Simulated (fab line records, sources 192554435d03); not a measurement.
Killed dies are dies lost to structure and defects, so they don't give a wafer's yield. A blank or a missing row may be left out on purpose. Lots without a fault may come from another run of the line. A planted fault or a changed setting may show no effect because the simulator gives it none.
fab line records | flow n5_finfet
record lots=9 wafers=27 last_day=19
route steps=1938 shown BEOL_M7@1281 PASSIVATION@1936
lots that met no fault: from a run of the same line without faults
start_h: hours from the record's first day to the start of the lot's first wafer shown | wait_h: hours since the lot's step before | " the same as in the row above | L1.1+2: a row that stands for several wafers | - no value, or no start given | * or withheld: withheld | < > ~ a bound
route shown NAME@n: a module of which the file shows steps, and the number in the route of the first | usual: mean/standard deviation of fault-free wafers | same: alike in all rows | chamber/n: place in a boat | sites: the reading at each site | _std_site: their standard deviation | _edge_site: outer sites' mean less inner sites' | radius_mm: how far each site lies from the wafer's centre | mask NAME#n: copy n | behind: the tool/chamber that last shaped the wafer | hold: why the lot was held/for how many hours/how that ended | device: the transistor (n, p or np) that didn't switch | end of line: the same wafers' tests at the end of the route | a step without rows: its recipe alone | killed: dies lost to structure and defects at the first sort, not the wafer's yield | map: a wafer's dies, x killed, . not, _ none there
set.NAME: the setting as run; set.NAME@STEP: as run at that earlier step | model.NAME: the simulator's own value behind a step, which no gauge read
steps of the route over a sample of lots; a table a step, a row a wafer
services: from which hour (start_h, from the record's first day; less than 0 if before it) a tool's chamber was out of use, for how many hours, and why
## steps
# step N5_BEOL_M7_ETCH_62
# recipe chemistry=N2/H2 target=SOC target_depth_a=1100 overetch_a=220 mask_material=SiARC temp_c=40 time_s=165 ion_energy_ev=200 pressure_mtorr=30 source_w=840 bias_w=150 n2_flow_sccm=200 h2_flow_sccm=200
# usual chamber_pressure_mTorr=29.999/0.03 drypump_motor_current_A=5.5/0.39 oes_product_au=0.67/0.063 rf_fwd_power_W=837.9/2.6 rf_vpp_V=524.2/2.7 showerhead_plenum_p_Torr=2.56/0.092 throttle_valve_pct=17.98/0.2
# same time_s=165
# columns lot.wafer tool chamber start_h wait_h chamber_pressure_mTorr drypump_motor_current_A oes_product_au rf_fwd_power_W rf_hours_counter_h rf_vpp_V showerhead_plenum_p_Torr throttle_valve_pct
L812.2 rie_diel-04 0 194.48 0.0 29.991 5.5 0.62 838.2 195 524.9 2.64 17.69
L812.4 " 1 " " 30.033 5.0 0.64 840.6 150 526.0 2.64 17.84
L812.5 " 2 " " 29.974 5.0 0.77 832.5 - 525.5 2.60 17.77
L814.1 rie_diel-04 0 205.23 0.0 29.984 5.5 0.62 837.2 198 526.1 2.64 17.69
L814.2 " 2 " " 29.933 4.9 0.77 835.6 15 524.4 2.59 17.81
L814.4 " 3 " " 29.984 5.3 0.57 838.9 235 524.2 2.52 18.25
L815.1 rie_diel-04 0 207.21 0.0 29.999 5.4 0.62 835.3 199 526.2 2.64 17.68
L815.2 " 2 " " 30.037 5.0 0.77 835.1 15 525.2 2.59 17.79
L815.4 " 1 " " 30.013 5.0 0.64 838.2 154 526.1 2.64 17.86
L818.3 rie_diel-02 1 224.63 0.0 30.010 6.0 0.73 836.2 57 524.6 2.58 18.13
L818.4 " 3 " " 30.017 5.7 0.76 843.4 25 528.2 2.72 17.67
L818.6 " 0 " " 30.017 5.6 0.66 835.6 - 524.5 2.57 18.03
L826.1 rie_diel-02 1 282.57 0.0 30.036 6.0 0.71 834.3 72 526.3 2.57 18.16
L826.4 " 3 " " 29.981 5.7 0.74 834.0 41 528.8 2.71 17.70
L826.6 " 1 " " 29.969 6.0 0.72 836.6 - 524.2 2.57 18.16
L828.1 rie_diel-05 1 303.22 0.0 30.017 6.2 0.65 833.7 120 523.4 2.57 18.21
L828.2 " 3 " " 29.990 5.3 0.61 839.8 208 520.5 2.40 17.76
L828.4 " 2 " " 29.961 5.7 0.61 839.3 192 520.0 2.41 18.06
L813.2 rie_diel-05 3 332.14 0.0 30.012 5.4 0.61 839.2 216 520.3 2.40 17.79
L813.3 " 2 " " 29.981 5.7 0.61 836.5 201 519.7 2.41 18.09
L813.5 " 0 " " 29.972 5.0 0.74 842.2 - 525.3 2.61 18.32
L831.4 rie_diel-05 3 332.40 0.0 30.033 5.3 0.60 837.1 217 519.5 2.40 17.77
L831.5 " 0 " " 30.018 5.0 0.74 834.9 - 525.7 2.61 18.33
L831.6 " 3 " " 29.980 5.4 0.61 841.0 - 519.1 2.40 17.78
L833.1 rie_diel-04 2 370.12 0.0 29.997 5.0 0.70 838.9 67 525.3 2.57 17.89
L833.3 " 0 " " 30.009 5.5 0.59 836.3 250 524.8 2.61 17.77
L833.4 " 3 " " 29.989 5.4 0.76 837.4 22 523.5 2.51 17.91
# step N5_BEOL_M7_STRIP_67
# recipe chemistry=CF4 resist=SiARC power_w=300 bias_power_w=75 pressure_mtorr=50 cf4_flow_sccm=150 rf_frequency_hz=6e+07
# usual chamber_pressure_mTorr=50.00/0.06 drypump_motor_current_A=5.5/0.39 oes_product_au=0.79/0.074 rf_vpp_V=271.3/1.5 showerhead_plenum_p_Torr=1.81/0.059 throttle_valve_pct=13.70/0.12
# columns lot.wafer tool chamber start_h wait_h chamber_pressure_mTorr drypump_motor_current_A oes_product_au rf_hours_counter_h rf_vpp_V showerhead_plenum_p_Torr throttle_valve_pct
L812.2 rie_diel-04 0 194.62 0.0 49.97 5.5 0.73 195 273.9 1.87 13.57
L812.4 " 1 " " 49.88 5.0 0.75 150 271.8 1.88 13.71
L812.5 " 2 " " 49.99 5.0 0.91 - 272.7 1.83 13.55
L814.1 rie_diel-04 0 205.37 0.0 49.99 5.5 0.74 198 272.3 1.87 13.57
L814.2 " 2 " " 50.00 5.0 0.90 15 273.4 1.83 13.58
L814.4 " 3 " " 49.96 5.4 0.68 235 269.6 1.77 13.98
L815.1 rie_diel-04 0 207.35 0.0 49.99 5.5 0.74 199 271.5 1.87 13.59
L815.2 " 2 " " 49.96 4.9 0.90 15 272.5 1.83 13.57
L815.4 " 1 " " 50.02 5.0 0.76 154 271.5 1.88 13.73
L818.3 rie_diel-02 1 224.78 0.0 49.99 6.1 0.86 57 270.1 1.81 13.74
L818.4 " 3 " " 49.96 5.7 0.90 25 272.7 1.91 13.44
L818.6 " 0 " " 49.95 5.5 0.77 - 270.4 1.82 13.74
L826.1 rie_diel-02 1 282.72 0.0 50.01 6.0 0.83 72 273.0 1.80 13.74
L826.4 " 3 " " 50.13 5.7 0.87 42 273.2 1.91 13.48
L826.6 " 1 " " 49.95 6.0 0.84 - 271.3 1.80 13.78
L828.1 rie_diel-05 1 303.37 0.0 50.01 6.2 0.78 120 271.1 1.80 13.70
L828.2 " 3 " " 50.05 5.4 0.72 208 268.8 1.72 13.75
L828.4 " 2 " " 50.06 5.7 0.73 193 268.9 1.71 13.87
L813.2 rie_diel-05 3 332.29 0.0 50.04 5.3 0.71 216 268.9 1.72 13.79
L813.3 " 2 " " 50.19 5.6 0.72 201 269.2 1.70 13.88
L813.5 " 0 " " 49.95 4.9 0.87 - 272.1 1.82 13.65
L831.4 rie_diel-05 3 332.54 0.0 49.89 5.3 0.71 217 270.3 1.72 13.79
L831.5 " 0 " " 50.01 4.9 0.87 - 271.9 1.82 13.63
L831.6 " 3 " " 49.99 5.3 0.72 - 268.4 1.72 13.76
L833.1 rie_diel-04 2 370.26 0.0 50.01 5.0 0.83 67 271.0 1.82 13.68
L833.3 " 0 " " 49.98 5.5 0.70 250 272.2 1.85 13.68
L833.4 " 3 " " 49.95 5.4 0.90 22 269.2 1.76 13.50
# step N5_BEOL_M7_DESCUM_33
# recipe chemistry=O2 time_s=7 source_power_w=50 bias_power_w=20 pressure_mtorr=20 rf_frequency_hz=2.712e+07 temp_c=40 resist=CAR-EUV o2_flow_sccm=225
# usual chamber_pressure_mTorr=20.001/0.024 drypump_motor_current_A=5.5/0.36 oes_product_au=0.80/0.085 rf_vpp_V=243.4/1.5 showerhead_plenum_p_Torr=2.11/0.07 throttle_valve_pct=20.54/0.16
# same time_s=7
# columns lot.wafer tool chamber start_h wait_h chamber_pressure_mTorr drypump_motor_current_A oes_product_au rf_hours_counter_h rf_vpp_V showerhead_plenum_p_Torr throttle_valve_pct
L812.2 rie_diel-02 0 196.22 0.3 19.968 5.6 0.79 112 244.5 2.11 20.61
L812.4 " 2 " " 19.963 5.7 0.75 160 244.3 2.18 20.50
L812.5 " 3 " " 20.014 5.7 0.91 - 246.2 2.21 20.20
L814.1 rie_diel-04 1 206.72 0.3 19.965 5.0 0.75 154 244.7 2.19 20.60
L814.2 " 3 " " 20.006 5.4 0.68 236 243.6 2.05 20.65
L814.4 " 2 " " 19.991 5.0 0.91 15 242.7 2.13 20.47
L815.1 rie_diel-05 0 209.24 0.0 20.003 5.0 1.00 2 244.1 2.15 20.70
L815.2 " 3 " " 20.012 5.4 0.73 185 241.8 1.99 20.37
L815.4 " 1 " " 20.013 6.2 0.80 96 243.7 2.10 20.44
L818.3 rie_diel-04 3 231.02 0.0 20.003 5.4 0.67 245 242.4 2.05 20.68
L818.4 " 2 " " 20.030 5.0 0.89 - 244.1 2.13 20.50
L818.6 " 3 " " 20.011 5.3 0.67 - 242.8 2.05 20.68
L826.1 rie_diel-04 1 284.69 0.0 19.998 5.0 0.73 169 246.1 2.18 20.60
L826.4 " 2 " " 19.998 5.0 0.86 39 243.4 2.13 20.51
L826.6 " 3 " " 20.001 5.3 0.95 - 241.9 2.04 20.34
L828.1 rie_diel-04 2 306.36 0.0 20.178 5.0 0.85 45 244.9 2.12 20.52
L828.2 " 3 " " 19.986 5.4 0.92 10 242.6 2.04 20.36
L828.4 " 1 " " 19.972 5.0 0.72 176 243.0 2.18 20.62
L813.2 rie_diel-05 0 333.95 0.1 19.991 5.0 0.90 35 242.5 2.14 20.75
L813.3 " 2 " " 19.985 5.6 0.72 201 241.1 2.00 20.79
L813.5 " 2 " " 19.986 5.7 0.72 - 239.7 2.00 20.80
L831.4 rie_diel-02 2 334.25 0.2 20.004 5.7 0.72 200 246.1 2.17 20.55
L831.5 " 2 " " 20.000 5.7 0.71 - 243.7 2.17 20.56
L831.6 " 3 " " 20.004 5.7 0.86 - 246.2 2.20 20.27
L833.1 rie_diel-02 3 373.15 0.0 20.044 5.7 0.84 65 245.5 2.20 20.29
L833.3 " 2 " " 19.995 5.7 0.71 211 244.4 2.16 20.56
L833.4 " 1 " " 20.056 6.1 0.81 99 243.9 2.09 20.72
# step N5_BEOL_M7_VIA_ETCH_34
# recipe chemistry=C4F6/O2 target=SiCOH_lowk target_depth_a=1255 mask_material=SOC taper_deg=4 time_s=50.5 ion_energy_ev=250 pressure_mtorr=30 source_w=345 bias_w=185 Ar_flow_sccm=300 C4F6_flow_sccm=10 O2_flow_sccm=10
# usual chamber_pressure_mTorr=30.001/0.023 drypump_motor_current_A=5.5/0.36 oes_f_703_au=0.79/0.081 oes_o_777_au=0.79/0.078 oes_product_au=0.80/0.086 rf_fwd_power_W=342.2/1.4 rf_vpp_V=670/17 showerhead_plenum_p_Torr=2.88/0.098 throttle_valve_pct=21.05/0.15
# same time_s=50.5
# columns lot.wafer tool chamber start_h wait_h chamber_pressure_mTorr drypump_motor_current_A oes_f_703_au oes_o_777_au oes_product_au rf_fwd_power_W rf_hours_counter_h rf_vpp_V showerhead_plenum_p_Torr throttle_valve_pct
L812.2 rie_diel-02 0 196.40 0.0 30.024 5.6 0.75 0.76 0.78 342.9 113 658 2.89 21.13
L812.4 " 2 " " 29.965 5.7 0.73 0.73 0.76 341.7 160 696 2.96 20.93
L812.5 " 3 " " 30.003 5.7 0.92 0.90 0.92 344.5 - 657 3.05 20.92
L814.1 rie_diel-04 1 206.90 0.0 29.985 5.0 0.72 0.72 0.73 342.0 154 681 2.96 21.00
L814.2 " 3 " " 29.996 5.3 0.67 0.68 0.66 345.5 236 677 2.79 21.14
L814.4 " 2 " " 29.976 5.0 0.90 0.90 0.92 339.0 15 682 2.92 21.07
L815.1 rie_diel-05 0 209.42 0.0 29.992 5.0 0.95 0.96 0.98 342.7 2 683 2.93 21.20
L815.2 " 3 " " 29.995 5.4 0.73 0.71 0.74 342.9 185 669 2.75 21.04
L815.4 " 1 " " 29.998 6.2 0.80 0.81 0.81 342.1 96 671 2.86 20.96
L818.3 rie_diel-04 3 231.20 0.0 30.021 5.4 0.67 0.67 0.66 341.7 245 677 2.79 21.15
L818.4 " 2 " " 29.998 4.9 0.88 0.87 0.90 339.9 - 682 2.92 21.10
L818.6 " 3 " " 30.023 5.4 0.67 0.66 0.67 342.5 - 676 2.79 21.14
L826.1 rie_diel-04 1 284.87 0.0 29.981 5.0 0.71 0.71 0.71 342.6 169 679 2.95 21.00
L826.4 " 2 " " 29.981 5.0 1.11 1.06 0.91 425.5 39 613 2.91 21.12
L826.6 " 3 " " 30.023 5.4 0.95 0.95 0.96 342.4 - 675 2.78 20.82
L828.1 rie_diel-04 2 306.54 0.0 30.007 5.0 1.09 1.05 0.91 425.5 45 611 2.91 21.14
L828.2 " 3 " " 30.017 5.3 0.93 0.93 0.94 341.2 10 675 2.78 20.83
L828.4 " 1 " " 29.969 5.0 0.70 0.71 0.71 346.2 176 680 2.95 21.02
L813.2 rie_diel-05 0 334.13 0.0 30.010 5.0 0.86 0.87 0.89 343.5 35 682 2.91 21.26
L813.3 " 2 " " 29.985 5.7 0.75 0.74 0.71 343.3 201 634 2.68 21.06
L813.5 " 2 " " 30.034 5.7 0.74 0.75 0.71 343.1 - 635 2.68 21.05
L831.4 rie_diel-02 2 334.43 0.0 29.990 5.7 0.70 0.70 0.72 342.7 200 696 2.94 21.00
L831.5 " 2 " " 30.023 5.7 0.70 0.70 0.73 344.4 - 694 2.94 20.99
L831.6 " 3 " " 29.992 5.7 0.87 0.84 0.86 344.1 - 657 3.03 20.98
L833.1 rie_diel-02 3 373.33 0.0 30.023 5.7 0.84 0.82 0.84 342.6 65 657 3.03 20.98
L833.3 " 2 " " 29.971 5.7 0.69 0.70 0.71 340.9 212 693 2.94 21.01
L833.4 " 1 " " 29.975 6.0 0.80 0.80 0.81 340.8 99 667 2.88 21.36
# step N5_PASSIVATION_PROBE_49
# usual defect_limited_yield=91.0/1.3 killed_at_M0_to_M3=33/10 killed_at_M4_up=14/5.6 killed_at_contacts=12/5.8 killed_at_front_end=43/11 killed_at_other=4.1/2.8 killed_dies=106/15 killed_open=70/12 killed_short=34/7.5 sort_bin_4_leakage=0.00/0.0099 sort_bin_5_function=5.3/0.88 sort_bin_6_memory=3.3/0.64 sort_n_pass=1074/15 sort_yield_pct=91.0/1.3
# same gross_dies=1180 killed_at_back_side=0 sort_bin_8_speed[%]=0
# columns lot.wafer tool chamber start_h wait_h defect_limited_yield[%] killed_at_M0_to_M3 killed_at_M4_up killed_at_contacts killed_at_front_end killed_at_other killed_dies killed_open killed_short sort_bin_4_leakage[%] sort_bin_5_function[%] sort_bin_6_memory[%] sort_n_pass sort_yield_pct[%]
L812.2 prober-02 - 283.76 0.2 91.0 36 4 9 53 4 106 63 41 0 5.3 3.3 1074 91.0
L812.4 prober-02 - 283.86 0.3 89.1 22 11 18 74 4 129 77 52 0 6.3 4.1 1051 89.1
L812.5 prober-02 - 283.91 0.4 91.9 38 10 7 38 2 95 58 37 0 4.7 3.1 1085 91.9
L815.1 prober-02 - 293.17 0.0 92.2 34 13 9 35 1 92 65 26 0 5.4 2.0 1088 92.2
L815.2 prober-02 - 293.22 0.1 90.8 39 16 9 42 2 108 75 32 0 5.3 3.6 1072 90.8
L815.4 prober-02 - 293.32 0.2 90.0 56 11 9 41 1 118 74 38 0 5.5 3.8 1062 90.0
L818.3 prober-01 - 317.59 0.1 89.7 30 13 13 64 1 121 89 25 0 5.9 3.7 1059 89.7
L818.4 prober-01 - 317.64 0.2 91.9 17 10 14 52 3 96 64 31 0 4.9 3.0 1084 91.9
L818.6 prober-01 - 317.74 0.3 90.8 27 12 24 40 5 108 77 28 0 6.0 2.9 1072 90.8
L831.4 prober-02 - 407.32 0.2 90.4 51 9 6 43 4 113 63 49 0 5.3 4.0 1067 90.4
L831.5 prober-02 - 407.37 0.2 89.9 42 24 7 42 4 119 82 37 0 6.7 3.1 1061 89.9
L831.6 prober-02 - 407.42 0.3 91.4 32 14 9 45 2 102 68 33 0 5.7 2.8 1078 91.4
L833.1 prober-01 - 449.96 0.0 91.0 40 7 18 36 5 106 65 39 0 5.3 3.1 1074 91.0
L833.3 prober-01 - 450.06 0.1 93.5 27 9 5 30 6 77 47 25 0 4.2 2.0 1103 93.5
L833.4 prober-01 - 450.11 0.2 91.8 32 12 22 28 3 97 68 27 0 4.8 3.1 1083 91.8
# killed by level:class
L812.2 STI_FIN_REVEAL:geometric_particle:open=14 BEOL_M0_SAQP:geometric_particle:short=11 BEOL_M0_SAQP:geometric_particle:open=11 FIN_SAQP:geometric_particle:open=10 FIN_SAQP:geometric_particle:short=8 MOL_CONTACT_COAG:geometric_particle:open=8 BEOL_M3:geometric_particle:open=6 STARTING-WAFER:geometric_particle:open=5
L812.4 FIN_SAQP:geometric_particle:short=24 FIN_SAQP:geometric_particle:open=22 MOL_CONTACT_COAG:geometric_particle:open=15 BEOL_M0_SAQP:geometric_particle:open=6 GATE_CUT:geometric_particle:short=5 BEOL_M0_SAQP:geometric_particle:short=5 STI_FIN_REVEAL:geometric_particle:open=4 BEOL_M3:geometric_particle:open=4
L812.5 FIN_SAQP:geometric_particle:open=14 BEOL_M0_SAQP:geometric_particle:open=13 FIN_SAQP:geometric_particle:short=11 BEOL_M0_SAQP:geometric_particle:short=10 MOL_CONTACT_COAG:geometric_particle:open=5 BEOL_M2:geometric_particle:open=4 BEOL_M0:geometric_particle:open=4 BEOL_M4:geometric_particle:open=3
L815.1 STI_FIN_REVEAL:geometric_particle:open=14 BEOL_M0_SAQP:geometric_particle:open=8 BEOL_M2:geometric_particle:open=8 MOL_CONTACT_COAG:geometric_particle:open=7 BEOL_M0_SAQP:geometric_particle:short=7 BEOL_M1:geometric_particle:open=6 FIN_SAQP:geometric_particle:open=5 GATE_CUT:geometric_particle:short=4
L815.2 STI_FIN_REVEAL:geometric_particle:open=16 BEOL_M0_SAQP:geometric_particle:short=11 BEOL_M5:geometric_particle:open=9 BEOL_M0_SAQP:geometric_particle:open=8 MOL_CONTACT_COAG:geometric_particle:open=6 FIN_SAQP:geometric_particle:open=5 GATE_CUT:geometric_particle:short=5 BEOL_M3:geometric_particle:open=5
L815.4 BEOL_M0_SAQP:geometric_particle:short=14 BEOL_M2:geometric_particle:open=12 MOL_CONTACT_COAG:geometric_particle:open=9 BEOL_M0_SAQP:geometric_particle:open=9 STI_FIN_REVEAL:geometric_particle:open=8 FIN_SAQP:geometric_particle:open=7 FIN_SAQP:geometric_particle:short=7 BEOL_M1:geometric_particle:open=7
L818.3 STI_FIN_REVEAL:geometric_particle:open=18 FIN_SAQP:geometric_particle:open=13 MOL_CONTACT_COAG:geometric_particle:open=10 BEOL_M2:geometric_particle:open=10 DUMMY_GATE:geometric_particle:open=7 BEOL_M0_SAQP:geometric_particle:short=7 STARTING-WAFER:geometric_particle:open=7 FIN_SAQP:geometric_particle:short=5
L818.4 STI_FIN_REVEAL:geometric_particle:open=15 FIN_SAQP:geometric_particle:open=12 MOL_CONTACT_COAG:geometric_particle:open=12 DUMMY_GATE:geometric_particle:open=8 BEOL_M0_SAQP:geometric_particle:short=8 FIN_SAQP:geometric_particle:short=6 BEOL_M0_SAQP:geometric_particle:open=3 BEOL_M4:geometric_particle:open=3
L818.6 MOL_CONTACT_COAG:geometric_particle:open=21 FIN_SAQP:geometric_particle:open=14 FIN_SAQP:geometric_particle:short=13 BEOL_M1:geometric_particle:open=13 BEOL_M4:geometric_particle:open=6 BEOL_M2:geometric_particle:open=5 DUMMY_GATE:geometric_particle:open=3 MOL_CONTACT_COAG:geometric_particle:short=3
L831.4 BEOL_M0_SAQP:geometric_particle:short=20 FIN_SAQP:geometric_particle:short=14 STI_FIN_REVEAL:geometric_particle:open=10 BEOL_M1:geometric_particle:open=9 FIN_SAQP:geometric_particle:open=8 BEOL_M0_SAQP:geometric_particle:open=7 BEOL_M2:geometric_particle:open=6 BEOL_M3:geometric_particle:open=6
L831.5 BEOL_M4:geometric_particle:open=16 BEOL_M0_SAQP:geometric_particle:short=10 BEOL_M2:geometric_particle:open=9 FIN_SAQP:geometric_particle:open=8 BEOL_M1:geometric_particle:open=8 MOL_CONTACT_COAG:geometric_particle:open=7 FIN_SAQP:geometric_particle:short=6 DUMMY_GATE:geometric_particle:open=6
L831.6 STI_FIN_REVEAL:geometric_particle:open=17 MOL_CONTACT_COAG:geometric_particle:open=9 BEOL_M0_SAQP:geometric_particle:short=9 BEOL_M3:geometric_particle:open=8 FIN_SAQP:geometric_particle:short=7 FIN_SAQP:geometric_particle:open=7 BEOL_M0_SAQP:geometric_particle:open=6 BEOL_M4:geometric_particle:open=6
L833.1 BEOL_M0_SAQP:geometric_particle:short=13 MOL_CONTACT_COAG:geometric_particle:open=12 FIN_SAQP:geometric_particle:open=9 BEOL_M0_SAQP:geometric_particle:open=8 BEOL_M2:geometric_particle:open=6 MOL_CONTACT_COAG:geometric_particle:short=6 BEOL_M3:geometric_particle:open=6 FIN_SAQP:geometric_particle:short=5
L833.3 STI_FIN_REVEAL:geometric_particle:open=13 BEOL_M1:geometric_particle:open=8 BEOL_M0_SAQP:geometric_particle:open=7 FIN_SAQP:geometric_particle:short=5 MOL_CONTACT_COAG:geometric_particle:open=5 BEOL_M0_SAQP:geometric_particle:short=5 BEOL_M3:geometric_particle:short=4 BEOL_M8:geometric_particle:open=4
L833.4 MOL_CONTACT_COAG:geometric_particle:open=20 BEOL_M0_SAQP:geometric_particle:short=7 BEOL_M0_SAQP:geometric_particle:open=7 STI_FIN_REVEAL:geometric_particle:open=5 DUMMY_GATE:geometric_particle:open=5 BEOL_M3:geometric_particle:open=5 BEOL_M4:geometric_particle:open=5 FIN_SAQP:geometric_particle:short=4
## services
# columns tool chamber start_h hours kind
rie_diel-02 - 180.09 1.3 repair
rie_diel-05 0 181.45 - clean
rie_diel-05 0 181.45 - consumable_replace:focus_ring
rie_diel-05 0 181.45 24.0 scheduled_down
rie_diel-05 0 181.45 24.0 vent_cycle
rie_diel-05 1 213.02 4.7 repair
rie_diel-04 1 214.95 6.7 repair
rie_diel-04 1 222.61 13.5 repair
rie_diel-05 1 230.47 5.5 repair
rie_diel-02 1 230.65 2.4 repair
rie_diel-04 3 248.14 - clean
rie_diel-04 3 248.14 - consumable_replace:focus_ring
rie_diel-04 3 248.14 17.8 scheduled_down
rie_diel-04 3 248.14 17.8 vent_cycle
rie_diel-05 3 263.47 13.5 repair
rie_diel-02 3 294.20 9.6 repair
rie_diel-04 3 330.35 22.4 repair
rie_diel-04 0 370.65 - clean
rie_diel-04 0 370.65 - consumable_replace:focus_ring
rie_diel-04 0 370.65 17.5 scheduled_down
rie_diel-04 0 370.65 17.5 vent_cycle
## key
first_sign step=N5_BEOL_M7_VIA_ETCH_34 reading=rf_fwd_power_W direction=up sigmas=61 usual=* struck=*
effect step=N5_BEOL_M7_VIA_ETCH_34 reading=oes_f_703_au direction=up sigmas=3.8 usual=0.79 struck=1.10
met_at N5_BEOL_M7_VIA_ETCH_34
struck_lots L826,L828
struck_wafers L826.4,L828.1
not_acting_at N5_BEOL_M7_ETCH_62,N5_BEOL_M7_STRIP_67,N5_BEOL_M7_DESCUM_33
onset_between 231.20 284.87
fault kind=process_parameter_drift tool=rie_diel-04 chamber=2 onset_h=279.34 steps=N5_BEOL_M7_VIA_ETCH_34 channel=source_w offset=82.8 shape=step end_h=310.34 acts_in=these_recipes_only stated=345
